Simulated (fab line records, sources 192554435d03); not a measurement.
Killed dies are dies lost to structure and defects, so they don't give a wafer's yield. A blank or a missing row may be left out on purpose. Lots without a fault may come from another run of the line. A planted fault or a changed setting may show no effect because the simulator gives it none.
One fault seen from 3 desks | flow n5_finfet | each desk has only its own numbers; what lay behind them comes last

THE DEFECT DESK
What the inspections along the route counted, lot by lot: means of the sampled wafers that have a number. A lot is out of limits, marked OUT, if its mean lies more than 4 standard deviations from the usual mean; the brackets give that distance.
Columns: A = raw_defect_count at N5_BEOL_M0_SAQP_INSPECT_16, usual 498
lot  | first seen here | A
L788 | day 5 15:05     | 483
L790 | day 5 22:53     | 456
L791 | day 6 08:59     | 556
L792 | day 6 13:56     | 617
L795 | day 7 03:30     | 499
L796 | day 7 13:08     | 531
L797 | day 7 19:57     | 532
L807 | day 10 08:06    | 458
L809 | day 10 18:29    | 484
L810 | day 10 22:11    | 528
This desk's finding: nothing out of limits on any of the 10 lots.

THE METROLOGY DESK
What the gauges read, lot by lot, whatever tool the lot ran on: means of the sampled wafers that have a number. A lot is out of limits, marked OUT, if its mean lies more than 4 standard deviations from the usual mean; the brackets give that distance. Of its 11 readings 7 are shown: those that lie furthest out on some lot.
Columns: A = IOFF_N at N5_BEOL_M4_RC_MEAS_101, usual 0.17 nA/um; B = IOFF_P at N5_BEOL_M4_RC_MEAS_101, usual 0.22 nA/um; C = ION_N at N5_BEOL_M4_RC_MEAS_101, usual 679 uA/um; D = ION_P at N5_BEOL_M4_RC_MEAS_101, usual 465 uA/um; E = SS_P at N5_BEOL_M4_RC_MEAS_101, usual 73.6 mV/dec; F = VT_N at N5_BEOL_M4_RC_MEAS_101, usual 249 mV; G = VT_P at N5_BEOL_M4_RC_MEAS_101, usual -249 mV
lot  | first seen here | A    | B    | C   | D   | E    | F   | G
L788 | day 5 15:02     | 0.13 | 0.17 | 660 | 452 | 73.5 | 254 | -256
L790 | day 5 22:50     | 0.14 | 0.20 | 673 | 462 | 73.8 | 253 | -253
L791 | day 6 08:55     | 0.18 | 0.22 | 688 | 468 | 74.2 | 250 | -252
L792 | day 6 13:53     | 0.18 | 0.24 | 675 | 466 | 73.6 | 250 | -248
L795 | day 7 03:27     | 0.18 | 0.23 | 684 | 466 | 73.2 | 248 | -249
L796 | day 7 13:05     | 0.20 | 0.24 | 691 | 469 | 73.9 | 246 | -247
L797 | day 7 19:53     | 0.18 | 0.21 | 669 | 455 | 74.0 | 249 | -253
L807 | day 10 08:02    | 0.15 | 0.21 | 669 | 460 | 73.7 | 250 | -248
L809 | day 10 18:26    | 0.13 | 0.16 | 667 | 449 | 73.6 | 253 | -258
L810 | day 10 22:08    | 0.24 | 0.34 | 709 | 489 | 74.7 | 242 | -239
This desk's finding: nothing out of limits on any of the 10 lots.

THE TOOL OWNER'S DESK: rie_diel-06
The tool's own readings at N5_BEOL_M0_SAQP_ETCH_83 (etches SiARC in CF4, target depth 39 nm, time 65 s): means of the sampled wafers that have a number, for each lot that ran on this tool. A lot is out of limits, marked OUT, if its mean lies more than 4 standard deviations from the usual mean; the brackets give that distance.
Columns: A = drypump_motor_current_A at N5_BEOL_M0_SAQP_ETCH_83, usual 5.8 A; B = etch_rf_on_time_s at N5_BEOL_M0_SAQP_ETCH_83, usual 64.9 s; C = mfc_ar_sccm at N5_BEOL_M0_SAQP_ETCH_83, usual 100.0 sccm; D = oes_product_au at N5_BEOL_M0_SAQP_ETCH_83, usual 0.68 a.u.; E = rf_vpp_V at N5_BEOL_M0_SAQP_ETCH_83, usual 184.1 V; F = showerhead_plenum_p_Torr at N5_BEOL_M0_SAQP_ETCH_83, usual 2.13 Torr; G = throttle_valve_pct at N5_BEOL_M0_SAQP_ETCH_83, usual 15.49 %
lot  | first seen here | A   | B              | C     | D    | E     | F    | G
L788 | day 5 15:10     | 5.8 | 65.8           | 99.7  | 0.61 | 183.9 | 2.11 | 15.50
L791 | day 6 09:03     | 6.1 | 66.3           | 100.3 | 0.64 | 183.5 | 2.07 | 15.45
L795 | day 7 03:34     | 6.3 | 65.9           | 100.0 | 0.67 | 181.9 | 2.00 | 15.43
L796 | day 7 13:11     | 5.8 | 65.1           | 100.3 | 0.68 | 184.5 | 2.10 | 15.37
L807 | day 10 08:10    | 6.0 | 94.0 (+21) OUT | 100.2 | 0.57 | 183.4 | 2.09 | 15.54
This desk's finding: out of limits on L807; first on L807, day 10 08:10 (etch_rf_on_time_s at N5_BEOL_M0_SAQP_ETCH_83). In limits: L788, L791, L795, L796.

PUT TOGETHER
The tool owner's desk could have raised an alarm at day 10 08:10, on L807.
The defect desk saw nothing out of limits.
The metrology desk saw nothing out of limits.
The defect desk has L807 on record, within its limits.
The metrology desk has L807 on record, within its limits.
Of the lots named, all ran N5_BEOL_M0_SAQP_ETCH_83 on rie_diel-06.

WHAT THE SIMULATOR HAD PUT IN
Process parameter drift: rie_diel-06, from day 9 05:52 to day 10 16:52, at N5_BEOL_M0_SAQP_ETCH_83. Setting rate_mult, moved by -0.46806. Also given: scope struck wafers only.
Lots struck among those shown: L807.
Hours from the fault's start to each desk's first reading out of limits: the tool owner's desk, 26.
